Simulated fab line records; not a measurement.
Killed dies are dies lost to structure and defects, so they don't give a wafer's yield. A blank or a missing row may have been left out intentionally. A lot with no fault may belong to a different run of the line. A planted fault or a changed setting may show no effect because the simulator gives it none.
A lot that was struck, set against a sound lot | flow nandHarc | 22 steps out of a route of 1302
Sound: the wafers L301.4, L301.5, L301.6. Wafers L294.1, L294.2, L294.4 were the ones struck. The cause is given at the end.
For every step that has rows: the tool of each side, followed by ch and its chambers, followed by its first start. Under that, the readings that differ: sound wafers | struck wafers | difference of the means | sigmas: that difference in standard deviations of wafers without a fault.
alike: same words and numbers on both sides, and readings whose means sit less than 2 such deviations apart. not compared: any withheld reading, any reading some wafer has no value for, any bound like >300 that may hide the same value, and any number with overlapping values for which the record gives no deviation.
Wherever a step has rows on one side only, a row that says differs or no value, or a row with sigmas, the two part there. Numbers that don't overlap but have no deviation are shown without sigmas and don't part them. A reading that every wafer of one side lacks parts them only if that side has two wafers or more.

NHARC_A_ONON_D1_THK_MEAS_34: measures by ellipsometry.
  sound: filmMetro-02 at day 17 15:31; struck: filmMetro-02 at day 14 07:34
  alike: thkNm
NHARC_A_ONON_D1_INSPECT_32:
  sound: defectInspect-01 at day 17 15:36; struck: defectInspect-01 at day 14 07:40
  alike: rawDefectCount
NHARC_A_CHANNEL_HOLE_D1_DEP_00: deposits aC, target thk 3100 nm.
  sound on aclDep-02 ch 0, day 17 19:11; struck on aclDep-02 ch 0, day 14 11:24
  alike: throttleValvePct
NHARC_A_CHANNEL_HOLE_D1_DEP_01: deposits SiON, target thk 140 nm.
  sound on pecvd-04 ch 0,1,2, day 17 20:14; struck on pecvd-03 ch 0,1, day 14 13:20
  alike: heaterPowerW
then, 7 steps without rows for these wafers: NHARC_A_CHANNEL_HOLE_D1_DEHYDRATE_02 (time 120 s); NHARC_A_CHANNEL_HOLE_D1_HMDS_03 (time 30 s); NHARC_A_CHANNEL_HOLE_D1_COAT_36 (time 75 s); NHARC_A_CHANNEL_HOLE_D1_COAT_37 (time 65 s); NHARC_A_CHANNEL_HOLE_D1_COAT_04 (resist thk 90 nm); NHARC_A_CHANNEL_HOLE_D1_SOFTBAKE_05 (time 55 s); NHARC_A_CHANNEL_HOLE_D1_EBR_06.
NHARC_A_CHANNEL_HOLE_D1_EXPOSE_07: exposes mask HOLE D1, target cd 100 nm.
  sound on arfiScanner-02 ch 0, day 17 20:45; struck on arfiScanner-03 ch 0, day 14 13:47
reading           | sound             | struck            | difference | sigmas
exposureDoseMJCm2 | 59.66 59.63 59.58 | 61.46 61.48 61.45 | +1.84      | +32
  alike: mask
then, 2 steps without rows for these wafers: NHARC_A_CHANNEL_HOLE_D1_PEB_08 (peb time 65 s); NHARC_A_CHANNEL_HOLE_D1_DEVELOP_09 (develop time 35 s).
NHARC_A_CHANNEL_HOLE_D1_CD_MEAS_10 targets a cd of 100 nm.
  sound on cdSem-03 ch 0, day 17 20:53; struck on cdSem-03 ch 0, day 14 13:55
reading   | sound            | struck            | difference | sigmas
cdNm (nm) | 99.6 100.5 100.2 | 102.5 102.6 102.0 | +2.3       | +3
NHARC_A_CHANNEL_HOLE_D1_OVL_MEAS_11:
  sound: overlay-02 at day 17 20:58; struck: overlay-02 at day 14 14:01
  alike: overlayXNm, overlayYNm
NHARC_A_CHANNEL_HOLE_D1_INSPECT_12:
  sound: defectInspect-01 at day 17 21:01; struck: defectInspect-01 at day 14 14:03
  alike: rawDefectCount
NHARC_A_CHANNEL_HOLE_D1_DESCUM_15: chemistry O2, time 3 s.
  sound on rieDiel-10 ch 2,3, day 17 21:04; struck on rieDiel-13 ch 0,1,3, day 14 14:07
reading                           | sound             | struck            | difference | sigmas
model.A_CHANNEL_HOLE_D1.cdNm (nm) | 99.83 100.3 99.54 | 101.8 101.6 102.7 | +2.1       | 
  alike: drypumpMotorCurrentA, oesProductAu, rfVppV, showerheadPlenumPTorr, throttleValvePct
  not compared: rfHoursCounterH
NHARC_A_CHANNEL_HOLE_D1_ETCH_38: etches the open film in CF4, target depth 39 nm, time 65 s.
  sound on rieDiel-10 ch 1,2,3, day 17 21:10; struck on rieDiel-13 ch 0,1,3, day 14 14:11
  alike: biasW, drypumpMotorCurrentA, oesProductAu, rfVppV, showerheadPlenumPTorr, throttleValvePct
  not compared: rfHoursCounterH
NHARC_A_CHANNEL_HOLE_D1_ETCH_39: etches the open film in N2/H2, target depth 260 nm, time 325 s.
  sound on rieDiel-10 ch 2,3; struck on rieDiel-13 ch 0,2,3
  alike: biasW, drypumpMotorCurrentA, oesProductAu, rfVppV, showerheadPlenumPTorr, throttleValvePct
  not compared: rfHoursCounterH, model.A_CHANNEL_HOLE_D1.cdNm
NHARC_A_CHANNEL_HOLE_D1_ETCH_34: etches the open film in CF4/CHF3, target depth 154 nm, time 77 s.
  sound on rieDiel-10 ch 0,2,3; struck on rieDiel-13 ch 0,2,3
reading   | sound             | struck            | difference | sigmas
biasW (W) | 199.4 201.5 200.4 | 199.0 199.3 198.8 | -1.4       | -2
  alike: drypumpMotorCurrentA, oesProductAu, rfVppV, showerheadPlenumPTorr, throttleValvePct
  not compared: rfHoursCounterH
next, for these wafers, 1 step has no rows: NHARC_END_SORT_01.

## WHERE THEY PART
Last at NHARC_A_CHANNEL_HOLE_D1_ETCH_34 as far as this record goes, first at NHARC_A_CHANNEL_HOLE_D1_EXPOSE_07.

WHY: whatever the simulator had introduced
Process parameters drifting: arfiScanner-03 at NHARC_A_CHANNEL_HOLE_D1_EXPOSE_07, beginning at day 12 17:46. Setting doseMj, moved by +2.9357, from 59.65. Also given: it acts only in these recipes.
